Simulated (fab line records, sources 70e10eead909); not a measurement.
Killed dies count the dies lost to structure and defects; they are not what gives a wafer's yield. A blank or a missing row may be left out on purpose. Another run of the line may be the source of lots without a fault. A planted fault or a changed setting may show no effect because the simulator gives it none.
fab line records	flow nand-harc
record lots=7	wafers=21	last-day=31
route steps=1302 shown A_ONON_D1@439 A_CHANNEL_HOLE_D1@450 END@1302
lots untouched by any fault: they come from a run of this same line in which no faults occurred
start-h: hours from the record's opening day to when the first of the lot's shown wafers began	wait-h: hours from the lot's prior step to this one	" repeats the value in the row above	L1.1+2: a single row standing in for several wafers	- either no value or no given start	* or withheld: withheld	< > ~ a bound
route shown NAME@n: names a module that has steps shown in the file, with the first one's number in the route	usual: mean/standard deviation taken from wafers without a fault	same: alike in all rows	chamber/n: place in a boat	sites: per-site readings	_std_site: their standard deviation	_edge_site: outer sites' mean less inner sites'	radius-mm: how far each site lies from the wafer's centre	mask NAME#n: copy n	behind: the tool/chamber that last shaped the wafer	hold: the reason the lot was held/the length of the hold in hours/how it ended	device: names the non-switching transistor (n, p or np)	end of line: the same wafers' tests at the end of the route	for a step that has no rows: nothing shown but its recipe	killed: count of dies lost to structure and defects at first sort (not the wafer's yield)	map: a wafer's dies, marking killed ones x, the rest . and places with no die _
set.NAME: the setting as run; set.NAME@STEP: as run at that earlier step	model.NAME: the simulator's own value behind a step, which no gauge read
lots at selected steps of the route; one table per step, one row per wafer
services: the hour from which a tool's chamber was out of use, counted from the record's first day as start-h (under 0 if before that day), plus the number of hours and why
## steps
# step NHARC_A_ONON_D1_THK_MEAS_21
# recipe thk-meas-gauge=ellipsometry
# usual thk-nm=1000/10
lot.wafer	tool	chamber	start-h	wait-h	thk-nm
L690.1	film-metro-02	-	203.59	-	1018
L690.2	"	-	"	"	1018
L690.3	"	-	"	"	1018
L697.1	film-metro-02	-	265.99	-	990
L697.2	"	-	"	"	992
L697.4	"	-	"	"	992
L698.1	film-metro-02	-	291.81	-	988
L698.4	"	-	"	"	988
L698.6	"	-	"	"	986
L700.1	film-metro-02	-	291.87	-	1001
L700.4	"	-	"	"	1000
L700.6	"	-	"	"	1001
L702.1	film-metro-02	-	317.04	-	990
L702.5	"	-	"	"	991
L702.6	"	-	"	"	993
L703.1	film-metro-02	-	335.18	-	1013
L703.2	"	-	"	"	1013
L703.6	"	-	"	"	1014
L705.2	film-metro-01	-	347.35	-	985
L705.3	"	-	"	"	983
L705.6	"	-	"	"	983
# step NHARC_A_ONON_D1_DEP_22
# recipe target-thk-a=10000	n2-flow-sccm=2750	n2o-flow-sccm=2000	nh3-flow-sccm=500	sih4-flow-sccm=210	temp-c=400
# step NHARC_A_ONON_D1_THK_MEAS_24
# recipe thk-meas-gauge=ellipsometry
# usual thk-nm=998/9.4
lot.wafer	tool	chamber	start-h	wait-h	thk-nm
L690.1	film-metro-01	-	204.16	-	989
L690.2	"	-	"	"	990
L690.3	"	-	"	"	989
L697.1	film-metro-02	-	266.56	-	1004
L697.2	"	-	"	"	1006
L697.4	"	-	"	"	1004
L698.1	film-metro-01	-	292.38	-	993
L698.4	"	-	"	"	995
L698.6	"	-	"	"	995
L700.1	film-metro-01	-	292.43	-	984
L700.4	"	-	"	"	984
L700.6	"	-	"	"	987
L702.1	film-metro-02	-	317.61	-	1003
L702.5	"	-	"	"	1002
L702.6	"	-	"	"	1005
L703.1	film-metro-01	-	335.75	-	1003
L703.2	"	-	"	"	1001
L703.6	"	-	"	"	1001
L705.2	film-metro-01	-	347.92	-	988
L705.3	"	-	"	"	985
L705.6	"	-	"	"	986
# step NHARC_A_ONON_D1_DEP_25
# recipe target-thk-a=10000	n2-flow-sccm=2750	n2o-flow-sccm=2000	nh3-flow-sccm=500	sih4-flow-sccm=210	temp-c=400
# step NHARC_A_ONON_D1_THK_MEAS_27
# recipe thk-meas-gauge=ellipsometry
# usual thk-nm=1002/9.5
lot.wafer	tool	chamber	start-h	wait-h	thk-nm
L690.1	film-metro-02	-	204.73	-	1004
L690.2	"	-	"	"	1005
L690.3	"	-	"	"	1004
L697.1	film-metro-02	-	267.13	-	1008
L697.2	"	-	"	"	1009
L697.4	"	-	"	"	1007
L698.1	film-metro-01	-	292.94	-	998
L698.4	"	-	"	"	1001
L698.6	"	-	"	"	999
L700.1	film-metro-01	-	293.00	-	1014
L700.4	"	-	"	"	1014
L700.6	"	-	"	"	1015
L702.1	film-metro-02	-	318.19	-	1000
L702.5	"	-	"	"	1004
L702.6	"	-	"	"	1002
L703.1	film-metro-01	-	336.32	-	1009
L703.2	"	-	"	"	1010
L703.6	"	-	"	"	1008
L705.2	film-metro-01	-	348.48	-	1007
L705.3	"	-	"	"	1006
L705.6	"	-	"	"	1006
# step NHARC_A_ONON_D1_DEP_28
# recipe target-thk-a=10000	n2-flow-sccm=2750	n2o-flow-sccm=2000	nh3-flow-sccm=500	sih4-flow-sccm=210	temp-c=400
# step NHARC_A_ONON_D1_THK_MEAS_30
# recipe thk-meas-gauge=ellipsometry
# usual thk-nm=999/9.5
lot.wafer	tool	chamber	start-h	wait-h	thk-nm
L690.1	film-metro-01	-	205.29	-	1021
L690.2	"	-	"	"	1021
L690.3	"	-	"	"	1021
L697.1	film-metro-02	-	267.70	-	1002
L697.2	"	-	"	"	1002
L697.4	"	-	"	"	1002
L698.1	film-metro-01	-	293.50	-	992
L698.4	"	-	"	"	995
L698.6	"	-	"	"	994
L700.1	film-metro-02	-	293.56	-	1002
L700.4	"	-	"	"	1000
L700.6	"	-	"	"	1001
L702.1	film-metro-01	-	318.76	-	990
L702.5	"	-	"	"	988
L702.6	"	-	"	"	988
L703.1	film-metro-02	-	336.89	-	991
L703.2	"	-	"	"	995
L703.6	"	-	"	"	994
L705.2	film-metro-01	-	349.05	-	978
L705.3	"	-	"	"	978
L705.6	"	-	"	"	979
# step NHARC_A_ONON_D1_DEP_33
# recipe target-thk-a=2000	temp-c=400	pressure-torr=6.5	rf-w=900	teos-flow-sccm=161.4	flow-sccm=2650	target-thk-nm=200	gas=O2	material=SiO2
# usual chamber-pressure-Torr=6.499/0.014	flow-sccm=2649/8.5	heater-power-w=585/110	throttle-valve-pct=16.3/0.63
lot.wafer	tool	chamber	start-h	wait-h	chamber-pressure-Torr	flow-sccm	heater-power-w	since-wet-clean-h	throttle-valve-pct
L690.2	pecvd-02	1	205.35	0.1	6.533	2643	641	137	15.8
L690.1	"	2	"	"	6.509	2646	728	137	16.0
L690.3	"	0	"	"	6.499	2645	529	138	15.5
L697.2	pecvd-04	0	267.75	0.1	6.495	2652	631	167	17.5
L697.1	"	1	"	"	6.463	2659	470	167	16.1
L697.4	"	1	"	"	6.501	2660	483	-	16.4
L698.1	pecvd-02	1	293.55	0.1	6.496	2638	720	45	15.8
L698.4	"	1	"	"	6.501	2655	728	-	16.0
L698.6	"	1	"	"	6.487	2647	742	-	15.9
L700.1	pecvd-04	0	293.71	0.1	6.492	2652	696	12	17.1
L700.4	"	2	"	"	6.516	2660	650	-	16.0
L700.6	"	0	"	"	6.479	2655	712	-	17.1
L702.1	pecvd-02	2	318.86	0.1	6.496	2643	789	70	16.1
L702.6	"	2	"	"	6.523	2653	788	-	16.2
L702.5	"	0	"	"	6.506	2652	458	-	15.7
L703.2	pecvd-02	2	336.95	0.1	6.498	2648	773	88	16.3
L703.1	"	0	"	"	6.480	2661	555	88	15.7
L703.6	"	1	"	"	6.497	2646	725	-	16.1
L705.2	pecvd-04	0	349.11	0.1	6.509	2650	675	67	17.0
L705.3	"	2	"	"	6.493	2658	700	67	15.9
L705.6	"	1	"	"	6.496	2653	440	-	15.7
# step NHARC_A_ONON_D1_THK_MEAS_34
# recipe thk-meas-gauge=ellipsometry
# usual thk-nm=200.3/2.9
lot.wafer	tool	chamber	start-h	wait-h	thk-nm
L690.1	film-metro-02	-	205.76	-	199.1
L690.2	"	-	"	"	197.8
L690.3	"	-	"	"	198.6
L697.1	film-metro-01	-	268.17	-	194.9
L697.2	"	-	"	"	198.5
L697.4	"	-	"	"	196.9
L700.1	film-metro-01	-	294.03	-	201.4
L700.4	"	-	"	"	202.1
L700.6	"	-	"	"	203.7
L698.1	film-metro-02	-	294.10	0.5	197.4
L698.4	"	-	"	"	201.0
L698.6	"	-	"	"	199.1
L702.1	film-metro-01	-	319.23	-	201.9
L702.5	"	-	"	"	201.1
L702.6	"	-	"	"	203.0
L703.1	film-metro-01	-	337.36	-	196.6
L703.2	"	-	"	"	199.9
L703.6	"	-	"	"	197.1
L705.2	film-metro-02	-	349.52	-	200.6
L705.3	"	-	"	"	195.3
L705.6	"	-	"	"	200.7
# step NHARC_A_ONON_D1_INSPECT_32
# usual raw-defect-count=76/26
lot.wafer	tool	chamber	start-h	wait-h	raw-defect-count
L690.1	defect-inspect-02	-	205.83	0.0	108
L690.2	"	-	"	"	131
L690.3	"	-	"	"	96
L697.1	defect-inspect-02	-	268.23	0.0	80
L697.2	"	-	"	"	89
L697.4	"	-	"	"	67
L700.1	defect-inspect-02	-	294.13	0.1	67
L700.4	"	-	"	"	75
L700.6	"	-	"	"	97
L698.1	defect-inspect-02	-	294.17	0.0	69
L698.4	"	-	"	"	71
L698.6	"	-	"	"	57
L702.1	defect-inspect-02	-	319.29	0.0	59
L702.5	"	-	"	"	71
L702.6	"	-	"	"	56
L703.1	defect-inspect-02	-	337.42	0.0	70
L703.2	"	-	"	"	76
L703.6	"	-	"	"	66
L705.2	defect-inspect-02	-	349.59	0.0	43
L705.3	"	-	"	"	71
L705.6	"	-	"	"	89
# step NHARC_A_CHANNEL_HOLE_D1_DEP_00
# recipe target-thk-a=31000	temp-c=400	material=aC
# usual susceptor-temp-C=399.95/0.25	throttle-valve-pct=34.999/0.0097
lot.wafer	tool	chamber	start-h	wait-h	susceptor-temp-C	throttle-valve-pct
L690.1	acl-dep-01	0	207.51	1.7	399.80	35.007
L690.2	"	0	"	"	399.96	34.996
L690.3	"	0	"	"	400.08	34.984
L697.1	acl-dep-02	0	269.42	1.2	399.82	35.005
L697.2	"	0	"	"	399.85	35.000
L697.4	"	0	"	"	399.77	34.988
L700.1	acl-dep-01	0	294.19	0.1	400.06	34.993
L700.4	"	0	"	"	399.68	34.992
L700.6	"	0	"	"	399.86	34.994
L698.1	acl-dep-02	0	295.73	1.6	399.22	35.000
L698.4	"	0	"	"	399.36	35.000
L698.6	"	0	"	"	399.66	35.004
L702.1	acl-dep-03	0	320.56	1.3	399.90	34.990
L702.5	"	0	321.83	2.5	399.72	34.997
L702.6	"	0	"	"	400.03	34.988
L703.1	acl-dep-01	0	338.69	1.3	399.70	35.003
L703.2	"	0	"	"	400.07	35.013
L703.6	"	0	340.28	2.9	399.93	34.999
L705.2	acl-dep-01	0	350.37	0.8	399.96	34.984
L705.3	"	0	"	"	400.17	34.993
L705.6	"	0	"	"	399.92	35.004
# step NHARC_A_CHANNEL_HOLE_D1_DEP_01
# recipe target-thk-a=1400	target-thk-nm=140	temp-c=400	pressure-torr=3.5	flow-sccm=200	rf-w=350	material=SiON
# usual chamber-pressure-Torr=3.500/0.0089	heater-power-outer-w=450/62	heater-power-w=766/90
lot.wafer	tool	chamber	start-h	wait-h	chamber-pressure-Torr	heater-power-outer-w	heater-power-w	since-wet-clean-h
L690.3	pecvd-01	1	209.47	1.0	3.506	447	735	66
L690.2	"	2	"	"	3.496	390	695	67
L690.1	"	0	"	"	3.505	382	668	67
L697.2	pecvd-01	2	271.41	1.4	3.495	396	759	128
L697.1	"	0	"	"	3.505	427	712	128
L697.4	"	1	"	"	3.507	441	708	-
L700.1	pecvd-02	0	296.46	1.9	-	-	-	-
L700.4	"	1	"	"	-	-	-	-
L700.6	"	1	"	"	-	-	-	-
L698.1	pecvd-01	2	297.69	1.6	-	-	-	-
L698.4	"	0	"	"	-	-	-	-
L698.6	"	2	"	"	-	-	-	-
L702.1	pecvd-02	2	322.48	1.6	-	-	-	-
L702.6	"	0	"	"	-	-	-	-
L702.5	"	1	"	"	-	-	-	-
L703.1	pecvd-02	1	340.62	1.6	3.496	508	798	92
L703.2	"	2	"	"	3.508	563	967	92
L703.6	"	1	"	"	3.519	493	805	-
L705.3	pecvd-02	0	351.98	1.0	3.516	424	732	103
L705.2	"	2	"	"	3.510	513	900	103
L705.6	"	1	"	"	3.505	546	882	-
# step NHARC_A_CHANNEL_HOLE_D1_DEHYDRATE_02
# recipe temp-c=150	time-s=120
# step NHARC_END_SORT_01
# recipe temp-c=25
# usual killed-at-array=59/20	killed-at-other=0.8/1	killed-at-periphery=3.2/2.1	killed-dies=63/21	killed-open=3.0/1.9	killed-short=2.3/1.5
# same gross-dies=677
lot.wafer	tool	chamber	start-h	wait-h	killed-at-array	killed-at-other	killed-at-periphery	killed-dies	killed-open	killed-short
L698.1	prober-01	0	685.88	2.5	673	0	4	677	5	4
L698.4	prober-01	0	688.25	3.4	677	0	0	677	4	4
L698.6	prober-01	0	689.84	4.0	672	0	5	677	3	1
L700.1	prober-01	0	693.67	2.5	676	1	0	677	1	2
L700.4	prober-01	0	696.06	3.4	673	0	4	677	2	4
L700.6	prober-01	0	697.65	4.0	676	0	1	677	2	0
L702.1	prober-01	0	709.27	2.5	675	1	1	677	2	3
L702.5	prober-01	0	712.43	3.7	676	0	1	677	5	5
L702.6	prober-01	0	713.22	4.0	675	1	1	677	5	3
# killed by level:class
L698.1 A_CHANNEL_HOLE_D1:area-dep=608 A_SLIT:chamber-film-flake=28 A_CONTACT:chamber-film-flake=11 A_CHANNEL_HOLE_D1:chamber-film-flake=8 A_SGD_CUT:chamber-film-flake=5 A_CHANNEL_HOLE_D2:chamber-film-flake=2 A_STAIRCASE:chamber-film-flake=2 A_WL_FILL:chamber-film-flake=2
L698.4 A_CHANNEL_HOLE_D1:area-dep=607 A_SLIT:chamber-film-flake=35 A_CONTACT:chamber-film-flake=10 A_CHANNEL_HOLE_D1:chamber-film-flake=7 A_SGD_CUT:chamber-film-flake=5 A_ONON_D1:geometric-particle:open=3 A_STAIRCASE:chamber-film-flake=3 A_M0:geometric-particle:short=2
L698.6 A_CHANNEL_HOLE_D1:area-dep=612 A_SLIT:chamber-film-flake=33 A_CONTACT:chamber-film-flake=8 A_CHANNEL_HOLE_D1:chamber-film-flake=4 A_STAIRCASE:chamber-film-flake=4 A_CHANNEL_HOLE_D2:chamber-film-flake=3 P_ZERO_WELL:chamber-film-flake=2 P_STI:chamber-film-flake=2
L700.1 A_CHANNEL_HOLE_D1:area-dep=615 A_CHANNEL_HOLE_D1:chamber-film-flake=27 A_CHANNEL_HOLE_D2:chamber-film-flake=16 A_STAIRCASE:chamber-film-flake=4 A_CHANNEL_FILL_D1:chamber-film-flake=2 A_CHANNEL_FILL_D2:chamber-film-flake=2 A_SGD_CUT:chamber-film-flake=2 A_CONTACT:chamber-film-flake=2
L700.4 A_CHANNEL_HOLE_D1:area-dep=613 A_CHANNEL_HOLE_D2:chamber-film-flake=22 A_CHANNEL_HOLE_D1:chamber-film-flake=21 A_CONTACT:chamber-film-flake=7 A_STAIRCASE:chamber-film-flake=3 A_CHANNEL_FILL_D1:geometric-particle:short=2 P_GATE:chamber-film-flake=2 A_ZERO_WELL:chamber-film-flake=2
L700.6 A_CHANNEL_HOLE_D1:area-dep=604 A_CHANNEL_HOLE_D2:chamber-film-flake=32 A_CHANNEL_HOLE_D1:chamber-film-flake=21 A_CONTACT:chamber-film-flake=10 A_STAIRCASE:chamber-film-flake=5 A_SLIT:chamber-film-flake=2 P_GATE:geometric-particle:open=1 A_CHANNEL_FILL_D2:geometric-particle:open=1
L702.1 A_CHANNEL_HOLE_D1:area-dep=646 A_CHANNEL_HOLE_D1:chamber-film-flake=10 A_SLIT:chamber-film-flake=4 A_ZERO_WELL:chamber-film-flake=2 A_DECK1_JOINT:chamber-film-flake=2 A_SGD_CUT:chamber-film-flake=2 A_WL_FILL:chamber-film-flake=2 P_GATE:geometric-particle:open=1
L702.5 A_CHANNEL_HOLE_D1:area-dep=645 A_CHANNEL_HOLE_D1:chamber-film-flake=16 A_DECK1_JOINT:geometric-particle:open=2 A_CHANNEL_FILL_D2:geometric-particle:short=2 A_SLIT:chamber-film-flake=2 P_M1:geometric-particle:open=1 A_ONON_D1:geometric-particle:short=1 A_ONON_D2:geometric-particle:open=1
L702.6 A_CHANNEL_HOLE_D1:area-dep=648 A_CHANNEL_HOLE_D1:chamber-film-flake=11 A_CONTACT:chamber-film-flake=3 A_M0:geometric-particle:open=2 A_DECK1_JOINT:chamber-film-flake=2 A_SLIT:chamber-film-flake=2 A_ONON_D1:geometric-particle:short=1 A_CHANNEL_FILL_D1:geometric-particle:open=1
# map L698.1 (x killed, . not)
____________x____________
_________xxxxxxx_________
_______xxxxxxxxxxx_______
______xxxxxxxxxxxxx______
_____xxxxxxxxxxxxxxx_____
____xxxxxxxxxxxxxxxxx____
____xxxxxxxxxxxxxxxxx____
___xxxxxxxxxxxxxxxxxxx___
___xxxxxxxxxxxxxxxxxxx___
__xxxxxxxxxxxxxxxxxxxxx__
__xxxxxxxxxxxxxxxxxxxxx__
_xxxxxxxxxxxxxxxxxxxxxxx_
_xxxxxxxxxxxxxxxxxxxxxxx_
_xxxxxxxxxxxxxxxxxxxxxxx_
_xxxxxxxxxxxxxxxxxxxxxxx_
_xxxxxxxxxxxxxxxxxxxxxxx_
xxxxxxxxxxxxxxxxxxxxxxxxx
xxxxxxxxxxxxxxxxxxxxxxxxx
xxxxxxxxxxxxxxxxxxxxxxxxx
xxxxxxxxxxxxxxxxxxxxxxxxx
xxxxxxxxxxxxxxxxxxxxxxxxx
_xxxxxxxxxxxxxxxxxxxxxxx_
_xxxxxxxxxxxxxxxxxxxxxxx_
_xxxxxxxxxxxxxxxxxxxxxxx_
_xxxxxxxxxxxxxxxxxxxxxxx_
_xxxxxxxxxxxxxxxxxxxxxxx_
__xxxxxxxxxxxxxxxxxxxxx__
__xxxxxxxxxxxxxxxxxxxxx__
___xxxxxxxxxxxxxxxxxxx___
___xxxxxxxxxxxxxxxxxxx___
____xxxxxxxxxxxxxxxxx____
____xxxxxxxxxxxxxxxxx____
_____xxxxxxxxxxxxxxx_____
______xxxxxxxxxxxxx______
_______xxxxxxxxxxx_______
_________xxxxxxx_________
____________x____________
# map L700.1 (x killed, . not)
____________x____________
_________xxxxxxx_________
_______xxxxxxxxxxx_______
______xxxxxxxxxxxxx______
_____xxxxxxxxxxxxxxx_____
____xxxxxxxxxxxxxxxxx____
____xxxxxxxxxxxxxxxxx____
___xxxxxxxxxxxxxxxxxxx___
___xxxxxxxxxxxxxxxxxxx___
__xxxxxxxxxxxxxxxxxxxxx__
__xxxxxxxxxxxxxxxxxxxxx__
_xxxxxxxxxxxxxxxxxxxxxxx_
_xxxxxxxxxxxxxxxxxxxxxxx_
_xxxxxxxxxxxxxxxxxxxxxxx_
_xxxxxxxxxxxxxxxxxxxxxxx_
_xxxxxxxxxxxxxxxxxxxxxxx_
xxxxxxxxxxxxxxxxxxxxxxxxx
xxxxxxxxxxxxxxxxxxxxxxxxx
xxxxxxxxxxxxxxxxxxxxxxxxx
xxxxxxxxxxxxxxxxxxxxxxxxx
xxxxxxxxxxxxxxxxxxxxxxxxx
_xxxxxxxxxxxxxxxxxxxxxxx_
_xxxxxxxxxxxxxxxxxxxxxxx_
_xxxxxxxxxxxxxxxxxxxxxxx_
_xxxxxxxxxxxxxxxxxxxxxxx_
_xxxxxxxxxxxxxxxxxxxxxxx_
__xxxxxxxxxxxxxxxxxxxxx__
__xxxxxxxxxxxxxxxxxxxxx__
___xxxxxxxxxxxxxxxxxxx___
___xxxxxxxxxxxxxxxxxxx___
____xxxxxxxxxxxxxxxxx____
____xxxxxxxxxxxxxxxxx____
_____xxxxxxxxxxxxxxx_____
______xxxxxxxxxxxxx______
_______xxxxxxxxxxx_______
_________xxxxxxx_________
____________x____________
## services
tool	chamber	start-h	hours	kind
pecvd-01	-	183.46	0.3	repair
acl-dep-01	-	186.27	13.0	pm
pecvd-02	-	235.97	13.0	pm
pecvd-02	0	235.97	13.0	vent-cycle
pecvd-02	1	235.97	13.0	vent-cycle
pecvd-02	2	235.97	13.0	vent-cycle
acl-dep-02	-	245.52	13.0	pm
pecvd-02	0	248.97	-	clean
pecvd-02	1	248.97	-	clean
pecvd-02	2	248.97	-	clean
pecvd-01	-	263.46	1.2	repair
pecvd-02	0	264.88	-	calibration
pecvd-04	-	269.00	13.0	pm
pecvd-04	0	269.00	13.0	vent-cycle
pecvd-04	1	269.00	13.0	vent-cycle
pecvd-04	2	269.00	13.0	vent-cycle
pecvd-04	0	282.00	-	clean
pecvd-04	1	282.00	-	clean
pecvd-04	2	282.00	-	clean
pecvd-02	2	286.40	31.1	repair
pecvd-01	1	295.57	4.7	repair
pecvd-04	2	298.47	13.5	repair
acl-dep-03	-	303.77	13.0	pm
pecvd-01	-	311.00	13.0	pm
## key
first-sign step=NHARC_A_CHANNEL_HOLE_D1_DEP_01	reading=tool-record	direction=missing
effect step=NHARC_END_SORT_01	reading=killed-at-array	direction=up	sigmas=30	usual=59	struck=675
more-kills-born-at NHARC_A_CHANNEL_HOLE_D1_DEP_01@pecvd-02=3771	NHARC_A_CHANNEL_HOLE_D1_DEP_01@pecvd-01=1827
met-at NHARC_A_CHANNEL_HOLE_D1_DEP_01
struck-wafers L698.1,L698.4,L698.6,L700.1,L700.4,L700.6,L702.1,L702.5,L702.6
later-rows-left-out L698.1,L698.4,L698.6,L700.1,L700.4,L700.6,L702.1,L702.5,L702.6
tester-left-out L698,L700,L702
onset-between 271.41 296.46
fault kind=skipped-step-whole	tool=pecvd-01,pecvd-02	chamber=-	onset-h=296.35	steps=NHARC_A_CHANNEL_HOLE_D1_DEP_01	scope=struck-lots-only
# tester-left-out: of these lots the tester's yield and bins aren't shown, on N5 and GAA mostly nor the transistor test; their killed dies are dies lost to structure and defects alone, not to doping, threshold or leakage, so they don't give the yield
# later-rows-left-out: the simulator's readings of these wafers behind a module that went badly wrong aren't trusted and aren't shown, but for the sort
